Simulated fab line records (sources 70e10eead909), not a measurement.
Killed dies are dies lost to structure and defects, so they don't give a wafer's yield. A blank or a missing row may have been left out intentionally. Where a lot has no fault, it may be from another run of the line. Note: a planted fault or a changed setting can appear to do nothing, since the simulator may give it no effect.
A lot that was struck, set against a sound lot | flow nand harc | 14 out of 1302 route steps
Sound: wafers L926.3, L926.4, L926.5. The struck wafers were L919.1, L919.5, L919.6. At the end, the cause is stated.
At each step with rows: each side's tool, then ch and its chambers, then its first start. Under that, the readings that differ: sound wafers | struck wafers | difference of the means | sigmas: that difference in standard deviations of wafers without a fault.
alike: a reading whose means differ by less than 2 such deviations, as well as words and numbers matching on both sides. not compared: withheld readings; readings where some wafer has no value; bounds like >300 that might hide an equal value; numbers whose values overlap and for which the record gives no deviation.
A row with sigmas, a row that says differs or no value, or rows on one side alone: a step with any of these is where the two part. Numbers that don't overlap but have no deviation are shown without sigmas and don't part them. A reading missing from all wafers of one side parts the sides only when that side holds two or more wafers.

first, 1 step without rows for these wafers: NHARC_A_ONON_D1_DEP_12 (target thk 1000 nm).
NHARC_A_ONON_D1_THK_MEAS_14: measures by ellipsometry.
  struck on film metro-01, day 11 22:22; sound on film metro-01, day 14 20:02
  alike: thk nm
then, 2 steps without rows for these wafers: NHARC_A_ONON_D1_ANNEAL_15 (time 3600 s); NHARC_A_ONON_D1_DEP_16 (target thk 1000 nm).
NHARC_A_ONON_D1_THK_MEAS_18: measures by ellipsometry.
  struck on film metro-02, day 12 06:13; sound on film metro-02, day 15 03:40
  alike: thk nm
then NHARC_A_ONON_D1_DEP_19 (target thk 1000 nm), 1 step lacking rows for these wafers.
NHARC_A_ONON_D1_THK_MEAS_21: measures by ellipsometry.
  struck on film metro-01, day 12 06:47; sound on film metro-02, day 15 04:13
  alike: thk nm
then NHARC_A_ONON_D1_DEP_22 (target thk 1000 nm), 1 step lacking rows for these wafers.
NHARC_A_ONON_D1_THK_MEAS_24: measures by ellipsometry.
  struck on film metro-01, day 12 07:22; sound on film metro-01, day 15 04:47
  alike: thk nm
then NHARC_A_ONON_D1_DEP_25 (target thk 1000 nm), 1 step lacking rows for these wafers.
NHARC_A_ONON_D1_THK_MEAS_27: measures by ellipsometry.
  struck on film metro-02, day 12 07:55; sound on film metro-01, day 15 05:22
  reading     | sound       | struck         | difference | sigmas
  thk nm (nm) | 990 991 989 | 1016 1015 1014 | +25        | +3
NHARC_A_ONON_D1_DEP_28: target thk 1000 nm.
  sound on pecvd onon-04 ch 0, day 15 05:32; struck on pecvd onon-02 ch 0, day 12 07:59
  alike: sih4 flow sccm
NHARC_A_ONON_D1_THK_MEAS_30: measures by ellipsometry.
  struck on film metro-01, day 12 08:29; sound on film metro-02, day 15 05:57
  reading     | sound       | struck         | difference | sigmas
  thk nm (nm) | 996 995 997 | 1052 1053 1054 | +57        | +6
NHARC_A_ONON_D1_DEP_33: deposits SiO2, target thk 200 nm.
  sound on pecvd-04 ch 0,2, day 15 06:01; struck on pecvd-02 ch 0,1,2, day 12 08:35
  alike: heater power w, throttle valve pct

== WHERE THEY PART ==
Last at NHARC_A_ONON_D1_THK_MEAS_30 as far as this record goes, first at NHARC_A_ONON_D1_THK_MEAS_27. Later steps at which nothing parts them and some readings are alike: NHARC_A_ONON_D1_DEP_33.

WHY: what had been put in by the simulator
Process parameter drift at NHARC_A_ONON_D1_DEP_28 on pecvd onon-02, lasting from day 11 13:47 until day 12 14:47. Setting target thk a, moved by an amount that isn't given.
